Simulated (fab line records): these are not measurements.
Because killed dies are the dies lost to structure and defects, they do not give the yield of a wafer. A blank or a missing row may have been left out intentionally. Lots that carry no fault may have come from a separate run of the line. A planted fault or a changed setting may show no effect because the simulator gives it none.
Matching of chambers :: flow nand harc :: 4 sister chambers for NHARC_A_CONTACT_ETCH_48 on rie diel-05
The step etches the open film in CF4, target depth 39 nm, time 65 s. 8 wafers are shown with their chamber, then 12 later ones without.

== WAFERS WITH THEIR CHAMBER ==
wafer: L083.3
chamber: 2
showerhead plenum p Torr (Torr): 1.88
rf vpp V (V): 152.4

wafer: L086.6
chamber: 3
showerhead plenum p Torr (Torr): 1.77
rf vpp V (V): 150.7

wafer: L087.2
chamber: 1
showerhead plenum p Torr (Torr): 1.67
rf vpp V (V): 150.0

wafer: L087.4
chamber: 0
showerhead plenum p Torr (Torr): 1.79
rf vpp V (V): 151.9

wafer: L087.5
chamber: 1
showerhead plenum p Torr (Torr): 1.67
rf vpp V (V): 149.1

wafer: L087.1
chamber: 3
showerhead plenum p Torr (Torr): 1.77
rf vpp V (V): 151.3

wafer: L087.3
chamber: 2
showerhead plenum p Torr (Torr): 1.87
rf vpp V (V): 152.6

wafer: L087.6
chamber: 0
showerhead plenum p Torr (Torr): 1.79
rf vpp V (V): 152.3

== WAFERS WHOSE CHAMBER IS MISSING ==
wafer: L088.1
showerhead plenum p Torr (Torr): 1.67
rf vpp V (V): 149.8

wafer: L088.2
showerhead plenum p Torr (Torr): 1.79
rf vpp V (V): 152.6

wafer: L088.6
showerhead plenum p Torr (Torr): 1.79
rf vpp V (V): 151.0

wafer: L088.3
showerhead plenum p Torr (Torr): 1.77
rf vpp V (V): 150.3

wafer: L088.4
showerhead plenum p Torr (Torr): 1.87
rf vpp V (V): 153.2

wafer: L088.5
showerhead plenum p Torr (Torr): 1.67
rf vpp V (V): 150.3

wafer: L092.1
showerhead plenum p Torr (Torr): 1.67
rf vpp V (V): 149.3

wafer: L092.4
showerhead plenum p Torr (Torr): 1.77
rf vpp V (V): 150.5

wafer: L092.5
showerhead plenum p Torr (Torr): 1.79
rf vpp V (V): 150.7

wafer: L096.1
showerhead plenum p Torr (Torr): 1.66
rf vpp V (V): 150.0

wafer: L096.5
showerhead plenum p Torr (Torr): 1.86
rf vpp V (V): 153.5

wafer: L096.6
showerhead plenum p Torr (Torr): 1.66
rf vpp V (V): 150.8

== CHAMBER TAKEN BY EACH ==
wafer: L088.1
from the rows above: 1
in truth: 1

wafer: L088.2
from the rows above: 0
in truth: 0

wafer: L088.6
from the rows above: 0
in truth: 0

wafer: L088.3
from the rows above: 3
in truth: 3

wafer: L088.4
from the rows above: 2
in truth: 2

wafer: L088.5
from the rows above: 1
in truth: 1

wafer: L092.1
from the rows above: 1
in truth: 1

wafer: L092.4
from the rows above: 3
in truth: 3

wafer: L092.5
from the rows above: 0
in truth: 0

wafer: L096.1
from the rows above: 1
in truth: 1

wafer: L096.5
from the rows above: 2
in truth: 2

wafer: L096.6
from the rows above: 1
in truth: 1
12 of 12 placed correctly. Left unplaced by these rows: 0. Wrongly placed: 0.
How it was worked out, from the rows above alone: a wafer's distance from a chamber is the root of the sum, over the readings, of the square of ((its reading less the chamber's mean) divided by the reading's scatter). If the next closest chamber is less than 2 further off than the closest, the wafer can't be placed; otherwise it belongs to the closest. A chamber's mean is the mean of its shown wafers. The scatter: take each reading less its chamber's mean, square it, sum over the shown wafers, divide by the number of wafers less the number of chambers, and take the root.
